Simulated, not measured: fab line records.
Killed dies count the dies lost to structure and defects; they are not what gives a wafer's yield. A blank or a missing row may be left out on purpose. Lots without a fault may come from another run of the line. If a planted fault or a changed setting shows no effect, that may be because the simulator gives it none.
The same fault as seen by 2 desks + flow n5_finfet + each desk has only its own numbers; what lay behind them comes last

## AT THE METROLOGY DESK
Means of the sampled wafers that have a number, per lot and without regard to the tool the lot ran on: this is what the gauges read. Marked OUT: a lot whose mean sits more than 4 standard deviations from the usual mean, which makes it out of limits; the brackets give that distance. Only the readings that lie furthest out on some lot appear, 7 of the 11 it has.
Columns: A = DIBL_N at N5_BEOL_M4_RC_MEAS_101, usual 35.8 mV/V; B = DIBL_P at N5_BEOL_M4_RC_MEAS_101, usual 36.0 mV/V; C = IOFF_N at N5_BEOL_M4_RC_MEAS_101, usual 0.153 nA/um; D = IOFF_P at N5_BEOL_M4_RC_MEAS_101, usual 0.21 nA/um; E = ION_N at N5_BEOL_M4_RC_MEAS_101, usual 673 uA/um; F = SS_N at N5_BEOL_M4_RC_MEAS_101, usual 71.4 mV/dec; G = VT_P at N5_BEOL_M4_RC_MEAS_101, usual -250 mV
| lot  | first seen here | A    | B    | C     | D    | E   | F    | G    |
|------|-----------------|------|------|-------|------|-----|------|------|
| L866 | day 4 12:02     | 36.2 | 37.2 | 0.171 | 0.23 | 682 | 71.0 | -248 |
| L867 | day 4 17:50     | 36.1 | 36.6 | 0.147 | 0.19 | 673 | 71.5 | -252 |
| L868 | day 5 00:55     | 36.7 | 38.9 | 0.174 | 0.29 | 683 | 71.5 | -242 |
| L869 | day 5 04:53     | 38.1 | 37.6 | 0.171 | 0.23 | 681 | 71.9 | -251 |
| L873 | day 6 05:04     | 32.9 | 32.2 | 0.108 | 0.15 | 653 | 70.4 | -255 |
| L876 | day 7 04:38     | 35.9 | 37.3 | 0.174 | 0.26 | 674 | 71.7 | -245 |
| L877 | day 7 07:20     | 36.1 | 37.6 | 0.169 | 0.21 | 672 | 71.7 | -251 |
| L883 | day 8 17:36     | 35.8 | 36.7 | 0.157 | 0.20 | 671 | 71.5 | -251 |
| L884 | day 8 22:44     | 34.5 | 33.2 | 0.117 | 0.15 | 660 | 71.1 | -256 |
| L885 | day 9 06:59     | 36.2 | 36.2 | 0.156 | 0.20 | 670 | 71.4 | -251 |
| L889 | day 10 08:12    | 36.0 | 34.2 | 0.147 | 0.19 | 669 | 71.3 | -252 |
This desk's finding: nothing out of limits on any of the 11 lots.

## THE TOOL OWNER'S DESK: euv_scanner-02
The tool's own readings at N5_GATE_CUT_EXPOSE_10 (exposes mask GATE CUT, target cd 20 nm): means of the sampled wafers that have a number, for each lot that ran on this tool. Marked OUT: a lot whose mean sits more than 4 standard deviations from the usual mean, which makes it out of limits; the brackets give that distance.
Columns: A = exposure_dose_mJ_cm2 at N5_GATE_CUT_EXPOSE_10, usual 43.17; B = reticle_temp_C at N5_GATE_CUT_EXPOSE_10, usual 22.99 C
| lot  | first seen here | A                | B     |
|------|-----------------|------------------|-------|
| L868 | day 5 00:46     | 43.11            | 22.87 |
| L869 | day 5 04:43     | 43.16            | 22.94 |
| L876 | day 7 04:28     | 42.31 (-12) OUT  | 22.98 |
| L877 | day 7 07:10     | 42.45 (-9.9) OUT | 23.05 |
This desk's finding: out of limits on L876, L877; first on L876, day 7 04:28 (exposure_dose_mJ_cm2 at N5_GATE_CUT_EXPOSE_10). In limits: L868, L869.

## TAKEN TOGETHER
At day 7 04:28, on L876, L877, the tool owner's desk was in a position to raise an alarm.
The metrology desk saw nothing out of limits.
The metrology desk has L876, L877 on record, within its limits.
The lots listed all ran N5_GATE_CUT_EXPOSE_10 on euv_scanner-02.

## WHAT THE SIMULATOR PUT IN
Process parameter drift: euv_scanner-02, from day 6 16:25 on, at N5_GATE_CUT_EXPOSE_10. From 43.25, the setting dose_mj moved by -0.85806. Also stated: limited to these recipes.
Shown lots that were struck: L876, L877.
Each desk's first reading out of limits, in hours after the fault started: the tool owner's desk, 12.
